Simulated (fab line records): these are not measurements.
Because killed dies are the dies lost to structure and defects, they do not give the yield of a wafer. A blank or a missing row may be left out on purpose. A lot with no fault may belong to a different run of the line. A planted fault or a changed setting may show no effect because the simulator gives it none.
Chamber matching ; flow nand-harc ; NHARC_A_CONTACT_DEP_29 on pecvd-01 has 3 sister chambers
The step deposits SiON, target thk 70 nm. 3 wafers are shown with their chamber, then 7 later ones without.

EACH WAFER AND ITS CHAMBER
wafer;chamber;chamber-pressure-Torr (Torr)
L079.6;1;3.487
L085.4;2;3.496
L087.5;0;3.509

WAFERS MISSING THEIR CHAMBER
wafer;chamber-pressure-Torr (Torr)
L087.6;3.494
L090.1;3.493
L090.2;3.493
L090.6;3.505
L095.1;3.500
L095.4;3.495
L095.5;3.507

CHAMBER TAKEN BY EACH
wafer;from the rows above;in truth
L087.6;can't be placed: 2 or 1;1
L090.1;can't be placed: 2 or 1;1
L090.2;can't be placed: 2 or 1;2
L090.6;can't be placed: 0 or 2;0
L095.1;can't be placed: 2 or 0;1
L095.4;2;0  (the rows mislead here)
L095.5;0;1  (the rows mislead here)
Correctly placed: 0 of 7. From these rows, 5 cannot be placed; in 4 the true chamber is one of the candidates. Number placed wrongly: 2.
How it was worked out, from the rows above alone: a wafer's distance from a chamber is the root of the sum, over the readings, of the square of ((its reading less the chamber's mean) divided by the reading's scatter). The wafer belongs to the nearest chamber; if the next one is less than 2 further off, it can't be placed. The mean given for a chamber averages the wafers shown for that chamber. The scatter: root of mean squared gap, hidden wafer to nearest shown wafer, with one shown wafer a chamber.
